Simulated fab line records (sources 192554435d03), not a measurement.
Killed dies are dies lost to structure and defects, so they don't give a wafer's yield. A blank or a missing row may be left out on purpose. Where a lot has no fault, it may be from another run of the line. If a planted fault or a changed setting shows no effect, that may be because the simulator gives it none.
fab line records	flow n5-finfet
record: lots: 9	wafers: 27	last-day: 17
route steps=1938 shown DUMMY_GATE@244 BEOL_M4@1111 PASSIVATION@1936
lots with no fault: from the same line, run without faults
start-h: start of the lot's first displayed wafer, in hours after the record's first day	wait-h: hours from the lot's prior step to this one	" same as the row above	L1.1+2: several wafers, shown together as one row	- either no value or no given start	* or withheld: withheld	< > ~ a bound
route shown NAME@n: a module of which the file shows steps, and the number in the route of the first	usual: mean and standard deviation over wafers with no fault	same: alike in all rows	chamber/n: place in a boat	sites: readings site by site	_std_site: their standard deviation	_edge_site: the outer-site mean with the inner-site mean subtracted	radius-mm: for every site, how far away it sits from the centre of the wafer	mask NAME#n: copy n	behind: the last tool/chamber to shape the wafer	hold: cause of the lot's hold/its duration in hours/its outcome	device: transistor that didn't switch, given as n, p or np	end of line: the route-end tests of the same wafers	step lacking rows: just its recipe	killed: dies that structure and defects cost at the first sort, which is not the same as the wafer's yield	map: a wafer's dies, marking killed ones x, the rest . and places with no die _
set.NAME: setting as actually run; set.NAME@STEP: the setting as run at that earlier step	model.NAME: the simulator's own value behind a step, which no gauge read
the route's steps for a sample of lots (tables are steps, rows are wafers)
services: from which hour (start-h, from the record's first day; less than 0 if before it) a tool's chamber was out of use, for how many hours, and why
== steps ==
step: N5_DUMMY_GATE_STRIP_41
recipe: chemistry: O2	power-w: 400	temp-c: 40	pressure-mtorr: 30	rf-frequency-hz: 6e+07	bias-power-w: 0	overash-fraction: 0.3	o2-flow-sccm: 225
usual: drypump-motor-current-A: 5.7/0.42	oes-product-au: 0.76/0.057	rf-vpp-V: 3.7/0.5	showerhead-plenum-p-Torr: 2.09/0.06	throttle-valve-pct: 16.70/0.14
lot.wafer	tool	chamber	start-h	wait-h	drypump-motor-current-A	oes-product-au	rf-hours-counter-h	rf-vpp-V	showerhead-plenum-p-Torr	throttle-valve-pct
L806.2	rie-diel-04	2	46.52	0.0	6.2	0.79	116	4.2	2.11	16.84
L806.3	"	0	"	"	5.2	0.75	148	5.3	2.00	16.64
L806.5	"	3	"	"	5.2	0.72	-	3.2	2.09	16.53
L809.2	rie-diel-04	3	65.28	0.0	5.3	0.71	213	4.0	2.09	16.53
L809.5	"	2	"	"	6.2	0.78	-	3.4	2.11	16.86
L809.6	"	0	"	"	5.2	0.75	-	3.0	2.00	16.68
L812.2	rie-diel-02	1	83.52	0.0	6.0	0.80	83	3.7	2.04	16.96
L812.3	"	0	"	"	5.8	0.76	175	3.9	2.09	16.86
L812.4	"	2	"	"	6.3	0.75	144	3.9	2.19	16.79
L815.1	rie-diel-02	3	107.21	0.0	5.8	0.72	206	3.8	2.07	16.48
L815.2	"	1	"	"	6.0	0.80	90	3.7	2.04	16.96
L815.3	"	0	"	"	5.8	0.76	183	3.6	2.09	16.87
L820.1	rie-diel-04	1	132.05	0.0	5.2	0.91	24	2.6	2.14	16.61
L820.2	"	2	"	"	6.2	0.76	147	3.0	2.10	16.88
L820.4	"	0	"	"	5.2	0.73	180	3.9	1.99	16.71
L821.2	rie-diel-05	1	137.35	0.0	6.3	0.69	218	3.9	2.17	16.71
L821.3	"	0	"	"	6.1	0.86	51	3.5	2.13	16.74
L821.5	"	2	"	"	5.3	0.72	-	3.6	2.18	16.57
L822.2	rie-diel-05	0	143.41	0.0	6.1	0.84	54	2.9	2.13	16.74
L822.3	"	2	"	"	5.3	0.72	176	3.9	2.18	16.59
L822.4	"	3	"	"	6.1	0.81	-	3.6	2.05	16.66
L825.4	rie-diel-02	0	161.52	0.0	5.8	0.74	-	3.3	2.08	16.92
L825.5	"	2	"	"	6.3	0.73	-	3.0	2.19	16.85
L825.6	"	1	"	"	6.0	0.78	-	4.5	2.03	16.99
L829.1	rie-diel-04	0	183.73	0.0	5.2	0.72	193	4.8	1.98	16.73
L829.3	"	1	"	"	5.2	0.88	39	3.5	2.14	16.63
L829.5	"	1	"	"	5.2	0.88	-	3.5	2.14	16.64
step: N5_DUMMY_GATE_ETCH_32
recipe: chemistry: CF4	target: SiO2	target-depth-a: 35	time-s: 3.9	ion-energy-ev: 350	pressure-mtorr: 10	icp-w: 800	bias-w: 400	cf4-flow-sccm: 80
usual: bias-w: 400.0/1.2	drypump-motor-current-A: 6.0/0.37	oes-product-au: 0.999/0.023	throttle-valve-pct: 21.7/0.31
same: time-s: 3.9
lot.wafer	tool	chamber	start-h	wait-h	bias-w	drypump-motor-current-A	oes-product-au	rf-hours-counter-h	throttle-valve-pct
L806.2	rie-si-04	1	46.72	0.1	401.8	5.7	1.047	182	21.8
L806.3	"	0	"	"	399.1	6.3	0.971	186	21.9
L806.5	"	1	"	"	401.0	5.7	1.041	-	21.8
L809.2	rie-si-05	0	65.48	0.1	398.5	6.1	1.022	0	21.3
L809.5	"	0	"	"	398.1	6.1	1.032	-	21.3
L809.6	"	3	"	"	400.7	6.2	1.005	-	21.8
L812.2	rie-si-05	1	83.72	0.1	399.2	6.4	0.969	114	21.4
L812.3	"	3	"	"	400.2	6.2	0.990	106	21.8
L812.4	"	2	"	"	399.1	5.7	1.006	112	21.4
L815.1	rie-si-06	3	107.41	0.1	399.2	5.5	0.993	187	22.1
L815.2	"	2	"	"	401.0	5.8	0.999	3	22.3
L815.3	"	0	"	"	398.9	6.3	0.978	2	21.4
L820.1	rie-si-05	1	132.25	0.1	399.2	6.4	0.977	115	21.4
L820.2	"	3	"	"	402.2	6.2	1.014	107	21.8
L820.4	"	0	"	"	398.9	6.1	1.018	2	21.3
L821.2	rie-si-06	3	137.55	0.1	400.0	5.5	0.989	188	22.1
L821.3	"	1	"	"	401.8	5.5	1.019	13	21.4
L821.5	"	2	"	"	400.2	5.8	0.997	-	22.3
L822.2	rie-si-04	0	143.62	0.1	400.2	6.3	0.977	188	21.9
L822.3	"	2	"	"	400.3	6.7	0.957	9	21.7
L822.4	"	3	"	"	400.1	5.9	1.006	54	21.7
L825.4	rie-si-06	1	161.70	0.0	401.2	5.5	1.024	14	21.3
L825.5	"	0	"	"	398.4	6.3	0.972	-	21.4
L825.6	"	1	"	"	398.8	5.5	1.022	-	21.4
L829.1	rie-si-04	1	183.93	0.1	399.6	5.7	1.034	184	21.8
L829.3	"	3	"	"	402.1	5.9	1.023	55	21.8
L829.5	"	3	"	"	401.1	5.9	1.014	-	21.8
step: N5_DUMMY_GATE_ETCH_42
recipe: chemistry: CHF3/O2	target: SiO2	target-depth-a: 35	time-s: 31	ion-energy-ev: 30	bias-w: 12	pressure-mtorr: 30	source-w: 600	Ar_flow_sccm: 200	CHF3_flow_sccm: 50	O2_flow_sccm: 5
usual: bias-w: 12.00/0.032	drypump-motor-current-A: 5.8/0.4	oes-product-au: 0.77/0.057	rf-vpp-V: 42.3/1	showerhead-plenum-p-Torr: 2.42/0.062	throttle-valve-pct: 18.84/0.15
same: time-s: 31
lot.wafer	tool	chamber	start-h	wait-h	bias-w	drypump-motor-current-A	oes-product-au	rf-hours-counter-h	rf-vpp-V	showerhead-plenum-p-Torr	throttle-valve-pct
L806.2	rie-diel-05	1	46.99	0.1	12.07	6.3	0.70	193	40.8	2.50	18.74
L806.3	"	2	"	"	11.99	5.3	0.75	145	42.6	2.51	18.61
L806.5	"	2	"	"	12.00	5.3	0.75	-	41.9	2.51	18.60
L809.2	rie-diel-02	3	65.73	0.0	11.96	5.9	0.73	193	40.5	2.40	18.62
L809.5	"	1	"	"	11.96	6.0	0.82	-	41.9	2.34	19.06
L809.6	"	2	"	"	11.96	6.3	0.75	-	40.1	2.51	18.84
L812.2	rie-diel-02	1	83.97	0.0	12.01	6.0	0.80	83	42.2	2.34	19.06
L812.3	"	2	"	"	11.99	6.3	0.76	144	42.1	2.50	18.84
L812.4	"	3	"	"	12.05	5.8	0.73	199	40.9	2.40	18.62
L815.1	rie-diel-05	2	107.87	0.3	12.04	5.3	0.72	166	42.2	2.50	18.62
L815.2	"	0	"	"	12.00	6.1	0.86	43	43.5	2.44	18.86
L815.3	"	1	"	"	11.96	6.4	0.68	209	41.7	2.49	18.76
L820.1	rie-diel-05	0	132.71	0.3	9.57	6.1	0.84	51	38.3	2.44	18.87
L820.2	"	2	"	"	9.52	5.3	0.71	173	34.4	2.50	18.66
L820.4	"	3	"	"	9.57	6.1	0.79	83	35.7	2.35	18.73
L821.2	rie-diel-02	3	137.80	0.0	11.99	5.9	0.72	215	43.4	2.40	18.68
L821.3	"	1	"	"	12.01	6.0	0.78	99	43.0	2.34	19.09
L821.5	"	1	"	"	12.00	6.0	0.79	-	41.6	2.34	19.08
L822.2	rie-diel-05	3	143.87	0.0	9.58	6.1	0.79	87	36.7	2.34	18.75
L822.3	"	0	"	"	9.65	6.1	0.83	54	35.4	2.44	18.87
L822.4	"	3	"	"	9.59	6.2	0.80	-	33.8	2.34	18.76
L825.4	rie-diel-02	1	161.97	0.1	12.00	6.0	0.78	-	43.3	2.33	19.10
L825.5	"	2	"	"	12.01	6.3	0.73	-	42.3	2.49	18.87
L825.6	"	0	"	"	11.95	5.8	0.73	-	42.5	2.39	19.00
L829.1	rie-diel-04	0	184.18	0.0	11.99	5.2	0.73	194	42.6	2.31	18.98
L829.3	"	1	"	"	11.97	5.2	0.88	39	43.0	2.46	18.78
L829.5	"	1	"	"	11.95	5.2	0.87	-	42.5	2.46	18.80
step: N5_DUMMY_GATE_STRIP_48
recipe: chemistry: N2/H2	time-s: 20	power-w: 100	temp-c: 40	pressure-mtorr: 100	rf-frequency-hz: 6e+07	bias-power-w: 3	n2-flow-sccm: 300	h2-flow-sccm: 300
usual: drypump-motor-current-A: 5.8/0.39	n2-flow-sccm: 300.0/0.91	oes-product-au: 0.77/0.06	rf-vpp-V: 45.3/0.85	showerhead-plenum-p-Torr: 3.38/0.096	throttle-valve-pct: 12.24/0.15
same: time-s: 20
lot.wafer	tool	chamber	start-h	wait-h	drypump-motor-current-A	n2-flow-sccm	oes-product-au	rf-hours-counter-h	rf-vpp-V	showerhead-plenum-p-Torr	throttle-valve-pct
L806.2	rie-diel-05	1	47.03	0.0	6.3	302.3	0.70	193	45.3	3.50	12.23
L806.3	"	2	"	"	5.3	300.5	0.74	145	46.4	3.54	12.13
L806.5	"	2	"	"	5.3	300.4	0.74	-	43.3	3.54	12.14
L809.2	rie-diel-02	3	65.78	0.0	5.9	299.8	0.75	193	45.5	3.35	12.19
L809.5	"	1	"	"	6.0	300.4	0.82	-	45.4	3.29	12.37
L809.6	"	2	"	"	6.3	299.2	0.75	-	46.4	3.51	12.28
L812.2	rie-diel-02	1	84.01	0.0	6.0	300.6	0.81	83	44.9	3.28	12.41
L812.3	"	2	"	"	6.3	300.7	0.75	144	46.6	3.51	12.26
L812.4	"	3	"	"	5.8	299.9	0.73	199	45.7	3.35	12.23
L815.1	rie-diel-05	2	107.92	0.0	5.3	298.9	0.73	166	46.3	3.52	12.19
L815.2	"	0	"	"	6.1	299.7	0.86	43	45.2	3.42	12.17
L815.3	"	1	"	"	6.3	299.9	0.69	209	45.6	3.49	12.28
L820.1	rie-diel-05	0	132.76	0.0	6.1	299.0	0.84	51	45.0	3.41	12.20
L820.2	"	2	"	"	5.3	299.7	0.72	173	47.2	3.52	12.21
L820.4	"	3	"	"	6.1	301.5	0.80	83	45.8	3.25	11.97
L821.2	rie-diel-02	3	137.85	0.0	5.8	298.5	0.72	215	44.7	3.34	12.24
L821.3	"	1	"	"	6.0	300.6	0.79	99	46.3	3.27	12.45
L821.5	"	1	"	"	6.0	299.8	0.79	-	46.0	3.27	12.45
L822.2	rie-diel-05	3	143.92	0.0	6.2	301.7	0.79	87	46.2	3.25	11.97
L822.3	"	0	"	"	6.1	299.9	0.85	54	44.1	3.41	12.19
L822.4	"	3	"	"	6.1	300.9	0.81	-	45.4	3.25	11.96
L825.4	rie-diel-02	1	162.02	0.0	6.0	300.5	0.79	-	44.4	3.27	12.46
L825.5	"	2	"	"	6.2	300.1	0.73	-	45.9	3.50	12.33
L825.6	"	0	"	"	5.8	298.8	0.75	-	45.9	3.34	12.50
L829.1	rie-diel-04	0	184.22	0.0	5.2	300.7	0.72	194	45.2	3.23	12.34
L829.3	"	1	"	"	5.2	300.6	0.90	39	45.9	3.44	12.05
L829.5	"	1	"	"	5.2	298.4	0.89	-	43.9	3.44	12.06
step: N5_BEOL_M4_RC_MEAS_101
usual: DIBL_N: 36.3/1.7	DIBL_P: 36.5/1.8	IOFF_N: 0.16/0.033	IOFF_P: 0.21/0.037	ION_N: 675/11	ION_P: 462/7.9	SS_N: 71.6/0.64	SS_P: 73.3/0.68	VT_N: 249/3.3	VT_P: -250/3.3
lot.wafer	tool	chamber	start-h	wait-h	DIBL_N[mV/V]	DIBL_P[mV/V]	IOFF_N[nA/um]	IOFF_P[nA/um]	ION_N[uA/um]	ION_P[uA/um]	SS_N[mV/dec]	SS_P[mV/dec]	VT_N[mV]	VT_P[mV]
L806.2	prober-01	0	159.47	0.2	35.4	36.0	0.14	0.19	666	457	71.4	73.2	253	-255
L806.3	"	0	"	"	35.3	36.6	0.15	0.20	684	469	71.6	73.9	249	-252
L806.5	"	0	"	"	34.9	36.1	0.15	0.19	678	466	71.6	73.7	253	-252
L809.2	prober-01	0	181.49	0.2	35.7	36.1	0.15	0.18	682	467	71.0	73.3	251	-251
L809.5	"	0	"	"	33.6	33.4	0.11	0.14	681	462	71.0	72.8	255	-257
L809.6	"	0	"	"	36.1	36.5	0.14	0.18	677	463	71.5	73.3	253	-253
L812.2	prober-01	0	202.29	0.2	37.3	38.4	0.18	0.24	680	466	72.3	72.8	247	-251
L812.3	"	0	"	"	36.6	36.7	0.17	0.22	688	459	71.7	72.8	250	-253
L812.4	"	0	"	"	37.0	37.8	0.17	0.24	676	465	72.3	73.0	249	-248
L815.1	prober-02	0	223.77	0.1	34.4	34.8	0.11	0.16	662	448	70.0	72.8	253	-257
L815.2	"	0	"	"	36.1	37.7	0.14	0.21	653	460	70.6	73.9	253	-251
L815.3	"	0	"	"	36.9	38.2	0.15	0.20	662	450	71.1	73.8	251	-253
L820.1	prober-01	0	253.69	0.0	35.8	36.1	0.17	0.27	673	471	71.4	73.0	247	-244
L820.2	"	0	"	"	39.6	39.5	0.23	0.32	683	470	71.9	73.3	245	-241
L820.4	"	0	"	"	36.3	36.7	0.17	0.27	690	478	71.5	72.8	247	-243
L821.2	prober-02	0	256.66	0.2	37.0	36.3	0.17	0.24	677	463	71.6	73.4	249	-248
L821.3	"	0	"	"	38.1	37.1	0.19	0.24	675	462	72.2	73.7	248	-246
L821.5	"	0	"	"	39.1	38.9	0.21	0.27	686	465	72.7	73.8	248	-248
L822.2	prober-02	0	258.71	0.2	38.3	38.1	0.17	0.20	681	455	72.2	74.4	250	-254
L822.3	"	0	"	"	37.4	36.6	0.15	0.19	660	457	72.0	73.6	252	-255
L822.4	"	0	"	"	39.3	38.4	0.17	0.20	661	450	73.0	73.8	251	-253
L825.4	prober-01	0	267.91	0.5	37.3	36.6	0.16	0.23	678	472	71.4	72.5	254	-245
L825.5	"	0	"	"	36.3	35.8	0.15	0.22	662	460	71.4	73.4	253	-248
L825.6	"	0	"	"	37.3	36.4	0.17	0.23	667	464	71.9	73.5	249	-247
L829.1	prober-01	0	298.10	0.0	33.2	33.6	0.12	0.16	669	452	71.2	72.4	252	-256
L829.3	"	0	"	"	36.3	37.7	0.18	0.21	678	461	71.9	74.4	248	-250
L829.5	"	0	"	"	36.8	38.6	0.19	0.22	677	458	72.1	74.3	246	-253
step: N5_PASSIVATION_PROBE_49
usual: defect-limited-yield: 91.3/1.5	killed_at_M0_to_M3: 34/9.4	killed_at_M4_up: 13/5.3	killed-at-contacts: 13/5.7	killed-at-front-end: 40/10	killed-at-other: 3.7/2.8	killed-dies: 103/17	killed-open: 67/13	killed-short: 35/8.5	sort_bin_5_function: 5.0/0.98	sort_bin_6_memory: 3.3/0.7	sort-n-pass: 1077/17	sort-yield-pct: 91.3/1.5
same: gross-dies: 1180	killed-at-back-side: 0	sort_bin_4_leakage[%]: 0	sort_bin_8_speed[%]: 0
lot.wafer	tool	chamber	start-h	wait-h	defect-limited-yield[%]	killed_at_M0_to_M3	killed_at_M4_up	killed-at-contacts	killed-at-front-end	killed-at-other	killed-dies	killed-open	killed-short	sort_bin_5_function[%]	sort_bin_6_memory[%]	sort-n-pass	sort-yield-pct[%]
L809.2	prober-02	-	285.28	0.1	87.9	46	13	20	55	9	143	97	45	7.0	4.7	1037	87.9
L809.5	prober-02	-	285.43	0.2	88.6	56	12	17	47	2	134	87	46	7.5	3.3	1046	88.6
L809.6	prober-02	-	285.48	0.3	89.7	40	15	23	39	5	122	75	47	6.1	3.7	1058	89.7
killed by level:class
L809.2 MOL_CONTACT_COAG:geometric-particle:open=17 FIN_SAQP:geometric-particle:open=16 BEOL_M3:geometric-particle:open=11 FIN_SAQP:geometric-particle:short=10 BEOL_M0_SAQP:geometric-particle:short=10 STI_FIN_REVEAL:geometric-particle:open=9 BEOL_M0_SAQP:geometric-particle:open=9 BEOL_M1:geometric-particle:open=8
L809.5 BEOL_M3:geometric-particle:open=19 FIN_SAQP:geometric-particle:short=13 MOL_CONTACT_COAG:geometric-particle:open=13 FIN_SAQP:geometric-particle:open=12 BEOL_M0_SAQP:geometric-particle:short=9 BEOL_M0_SAQP:geometric-particle:open=7 BEOL_M1:geometric-particle:open=7 BEOL_M3:geometric-particle:short=6
L809.6 MOL_CONTACT_COAG:geometric-particle:open=18 BEOL_M3:geometric-particle:open=12 FIN_SAQP:geometric-particle:open=11 BEOL_M0_SAQP:geometric-particle:short=11 FIN_SAQP:geometric-particle:short=10 BEOL_M0_SAQP:geometric-particle:open=7 BEOL_M1:geometric-particle:open=6 MOL_CONTACT_COAG:geometric-particle:short=5
== services ==
tool	chamber	start-h	hours	kind
rie-diel-05	0	35.38	14.7	repair
rie-si-06	2	43.79	8.1	repair
rie-diel-02	-	50.71	2.8	repair
rie-si-05	-	63.39	0.7	repair
rie-si-05	3	66.05	7.8	repair
rie-si-05	2	73.10	2.0	repair
rie-diel-05	1	75.65	12.2	repair
rie-si-06	-	81.40	2.8	pm
rie-diel-04	3	102.34	4.6	repair
rie-diel-02	2	104.30	10.3	repair
rie-diel-05	3	106.16	6.8	repair
rie-diel-05	1	139.32	17.3	repair
rie-diel-02	3	143.02	4.5	repair
rie-diel-04	0	150.47	3.8	repair
rie-diel-02	3	155.23	9.1	repair
rie-si-04	1	164.23	2.8	repair
rie-diel-04	2	180.80	8.5	repair
rie-si-05	-	181.92	2.8	pm
== key ==
first-sign: step: N5_DUMMY_GATE_ETCH_42	reading: bias-w	direction: down	sigmas: 75	usual: *	struck: *
effect: step: N5_DUMMY_GATE_ETCH_42	reading: rf-vpp-V	direction: down	sigmas: 6.5	usual: 42.3	struck: 35.7
met-at N5_DUMMY_GATE_ETCH_42
struck-lots L820,L822
not-acting-at N5_DUMMY_GATE_STRIP_41,N5_DUMMY_GATE_ETCH_32,N5_DUMMY_GATE_STRIP_48
onset-between 107.87 132.71
fault: kind: process-parameter-drift	tool: rie-diel-05	chamber: -	onset-h: 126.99	steps: N5_DUMMY_GATE_ETCH_42	channel: bias-w	offset: *	shape: step	end-h: 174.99	acts-in: *	stated: *
